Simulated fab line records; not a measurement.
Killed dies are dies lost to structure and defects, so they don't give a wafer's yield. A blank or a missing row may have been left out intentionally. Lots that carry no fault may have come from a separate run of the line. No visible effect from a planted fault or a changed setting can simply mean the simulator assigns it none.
Code-filled problem report in 8D (eight disciplines) form ; flow nandHarc ; the parts of the form that need people (team, actions taken, sign-off) are left out

## 1. WHAT IS WRONG
Wafers without a fault read 1004 nm, standard deviation 7.1; thkNm at NHARC_A_ONON_D2_THK_MEAS_02 reads a mean of 1603 nm on 2 wafers belonging to 2 lots. That is +84 standard deviations from the usual mean.
The step: measures by ellipsometry.
First seen on wafer L293.5, day 16 22:35, on filmMetro-01. The record has a number at this step for 36 wafers belonging to 12 lots. By rule, "out" or "out of limits" means more than 4 standard deviations away from the usual mean. The rest of the wafers with a number are treated as sound.

## 2. WHAT IT IS, WHAT IT ISN'T
question;is;is not
which readings at this step;thkNm;-
which lots;L293, L296;L283, L285, L286, L288, L290, L294, L301, L302, L303, L305
which wafers of those lots;L293.5, L296.5;L293.3, L293.6, L296.3, L296.6
read on which gauges;filmMetro-01;filmMetro-02
when;from day 16 22:35;"up to then (17 sound wafers); but 17 sound wafers of L294, L296, L301, L302, L303, L305 came after"

## 3. WHAT RULES OUT EACH SUSPECT
Counting: any tool at a process step up to the reading remains a suspect provided it ran every lot that is out. Sound lots after the first of them don't rule it out here, since some wafers of a struck lot are sound.
- the gauge at NHARC_A_ONON_D2_THK_MEAS_02 is ruled out. All the wafers that are out were read on filmMetro-01, but those of them that NHARC_END_SORT_01 has rows for are out there too, on other tools.
- cmp-02 at NHARC_A_DECK1_JOINT_CMP_13 (polishes, target thk 51.023 nm): kept. It processed each lot that is out (first: L293, day 15 23:01); up to then, its last sound lot is L285 (day 12 01:19).
- pecvdOnon-04 at NHARC_A_ONON_D2_DEP_00 (target thk 1000 nm): kept. It processed each lot that is out (first: L293, day 16 22:11); up to then, its last sound lot is L290 (day 15 14:33).
- Within cmp-02 at NHARC_A_DECK1_JOINT_CMP_13: the wafers that are out ran in chamber 0; their sound lot-mates ran in chambers 1, 2, 3.
After counting, cmp-02 at NHARC_A_DECK1_JOINT_CMP_13 and pecvdOnon-04 at NHARC_A_ONON_D2_DEP_00 remain.

## 4. THE CAUSE (what the simulator had put in)
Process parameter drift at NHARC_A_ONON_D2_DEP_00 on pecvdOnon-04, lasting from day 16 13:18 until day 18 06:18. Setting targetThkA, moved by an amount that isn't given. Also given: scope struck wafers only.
2 suspects survive the count, and this tool is in that group.

## 5. THE EFFECT CHAIN, in route order
One row per reading whose mean, taken over the struck wafers that have a number, lies over 3 standard deviations from the usual. Only readings for which the record gives a usual standard deviation are gone through. hours: the time from each lot's start at the first step in this table that gives one to its start at this step, as a median over the lots. sigmas: the change in usual standard deviations.
hours;step;reading;usual;on struck wafers;change;sigmas
0;NHARC_A_ONON_D2_THK_MEAS_02;thkNm;1004 nm;1603;+599;+84
291;NHARC_END_SORT_01;killedAtArray;55;674;+618;+33
291;NHARC_END_SORT_01;killedDies;60;677;+617;+31

## 6. HOW IT WOULD HAVE BEEN CAUGHT EARLIER
Counted from the fault's start at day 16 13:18, it took 9 hours until the first out-of-limits reading at a measuring or inspecting step in this record, taken at day 16 22:35.
Tool readings at NHARC_A_ONON_D2_DEP_00 with a usual standard deviation given in the record: none out on any struck wafer, hence no alarm at a limit of 4 standard deviations on them.
L296, from the lots that are out (2), started NHARC_A_ONON_D2_DEP_00 on pecvdOnon-04 later than day 16 22:35. Had the tool been put on hold then, it would have been spared.
